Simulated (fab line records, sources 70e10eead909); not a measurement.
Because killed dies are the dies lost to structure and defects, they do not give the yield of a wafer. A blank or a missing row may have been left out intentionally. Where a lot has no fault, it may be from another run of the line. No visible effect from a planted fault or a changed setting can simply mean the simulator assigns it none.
Which tool was responsible? | flow nand harc | 6 lots, 17 wafers sampled, at 2 steps of a route of 1302

## WHAT THE GAUGES SHOWED, per wafer
NHARC_P_GATE_CD_MEAS_11: the cd target is 1640 nm.
lot  | measured     | on        | cd nm (nm)
L983 | day 5 10:23  | cd sem-03 | 1639.5 1640.3 1639.5
L985 | day 6 07:19  | cd sem-02 | 1642.9 1635.2 1640.1
L991 | day 8 11:11  | cd sem-02 | 1642.7 1646.0
L998 | day 11 11:58 | cd sem-01 | 1638.8 1636.7 1639.5
L100 | day 12 09:31 | cd sem-02 | 1635.4 1637.5 1642.1
L102 | day 13 07:47 | cd sem-02 | 1643.6 1640.9 1640.5

## TOOL THAT RAN EACH LOT (tool first, then ch and the chambers of the sampled wafers, then the start)
lot  | NHARC_P_ZERO_WELL_DESCUM_39
L983 | rie diel-13 ch 0,2, day 2 20:23
L985 | rie diel-09 ch 0,3, day 3 17:30
L991 | rie diel-04 ch 1,2, day 6 04:20
L998 | rie diel-13 ch 1,2, day 9 02:17
L100 | rie diel-09 ch 2,3, day 9 23:17
L102 | rie diel-09 ch 2,3, day 10 18:25
- NHARC_P_ZERO_WELL_DESCUM_39: chemistry O2, time 3 s.

## THE ANSWER, worked out from the rows above alone
Rule: what is usual is taken from the lots themselves. Put in order of their means at a reading, lots are off if they are a third of the lots or fewer, leave a main group of 4 or more, and stand apart from it by a gap of 3 or more times the standard deviation of the main group's means; of several such gaps the widest counts. The tables above print the reading to a certain number of digits; a main group whose means all agree to those digits is not used. A lot without any number at a reading at which 4 lots or more have one is off too. All remaining lots with rows at the step are treated as sound.
None of the lots is off at any reading shown; this tells nothing.

## WHAT WAS PUT IN BY THE SIMULATOR
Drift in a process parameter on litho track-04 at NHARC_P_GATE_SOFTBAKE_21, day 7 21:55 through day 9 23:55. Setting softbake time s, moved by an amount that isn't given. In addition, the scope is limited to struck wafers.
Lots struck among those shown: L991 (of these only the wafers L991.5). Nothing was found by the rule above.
